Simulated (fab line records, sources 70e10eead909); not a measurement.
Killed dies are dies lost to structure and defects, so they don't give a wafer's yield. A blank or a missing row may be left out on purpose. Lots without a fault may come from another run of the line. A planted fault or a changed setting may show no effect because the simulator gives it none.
Chamber matching | flow nand_harc | NHARC_P_CONTACT_CMP_24 on cmp-01: 4 sister chambers
The step polishes, t overpolish 30 s, target thk 200 nm. 18 wafers are shown with their chamber, then 9 later ones without.

WAFERS WITH THEIR CHAMBER
wafer  | chamber | motor_current_A (A) | time_to_endpoint_s (s) | overpolish_run_s (s)
L074.2 | 1       | 14.1                | 36                     | 29.997
L074.3 | 2       | 12.0                | 40                     | 30.013
L074.5 | 0       | 10.5                | 37                     | 29.991
L076.1 | 0       | 11.1                | 36                     | 30.001
L076.3 | 3       | 12.2                | 34                     | 30.005
L076.6 | 3       | 12.2                | 34                     | 30.009
L081.3 | 2       | 13.0                | 44                     | 30.001
L081.4 | 0       | 10.6                | 38                     | 29.983
L081.6 | 2       | 12.3                | 46                     | 30.000
L083.1 | 3       | 12.1                | 36                     | 29.997
L083.2 | 1       | 15.0                | 38                     | 29.986
L083.6 | 0       | 11.0                | 39                     | 30.002
L086.2 | 1       | 15.7                | 39                     | 30.005
L086.3 | 3       | 12.7                | 39                     | 30.003
L086.5 | 1       | 14.9                | 42                     | 30.005
L087.4 | 3       | 12.8                | 36                     | 30.008
L087.5 | 1       | 15.5                | 39                     | 29.993
L087.6 | 2       | 12.4                | 45                     | 30.020

SIGNATURES (means of the wafers above)
reading            | chamber 0 | chamber 1 | chamber 2 | chamber 3 | scatter within a chamber
motor_current_A    | 10.800    | 15.040    | 12.425    | 12.400    | 0.444
time_to_endpoint_s | 37.50     | 38.80     | 43.75     | 35.80     | 2.09
overpolish_run_s   | 29.99425  | 29.99720  | 30.00850  | 30.00440  | 0.00793
Rule: a wafer's distance from a chamber is the root of the sum, over the readings, of the square of ((its reading less the chamber's mean) divided by the reading's scatter). The wafer belongs to the nearest chamber; if the next one is less than 2 further off, it can't be placed. The scatter: the root of (the sum of the squares of (reading less its chamber's mean) over the shown wafers, divided by (wafers less chambers)).

WAFERS WITHOUT THEIR CHAMBER
wafer  | motor_current_A (A) | time_to_endpoint_s (s) | overpolish_run_s (s)
L094.4 | 12.1                | 45                     | 30.012
L094.5 | 10.9                | 40                     | 30.012
L094.6 | 11.8                | 40                     | 29.988
L095.1 | 11.3                | 39                     | 30.002
L095.5 | 12.4                | 45                     | 30.006
L095.6 | 15.4                | 39                     | 30.009
L096.1 | 12.5                | 35                     | 29.989
L096.2 | 10.9                | 37                     | 30.003
L096.4 | 12.6                | 43                     | 29.994

WHICH CHAMBER EACH WENT THROUGH
wafer  | from the rows above          | in truth
L094.4 | 2                            | 2
L094.5 | can't be placed: 0 or 2 or 3 | 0
L094.6 | can't be placed: 0 or 3 or 2 | 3
L095.1 | can't be placed: 0 or 3 or 2 | 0
L095.5 | 2                            | 2
L095.6 | 1                            | 1
L096.1 | 3                            | 3
L096.2 | 0                            | 0
L096.4 | can't be placed: 2 or 3      | 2
Placed correctly: 5 of 9. Can't be placed from these rows: 4 (the true chamber is among the candidates in 4). Placed wrongly: 0.
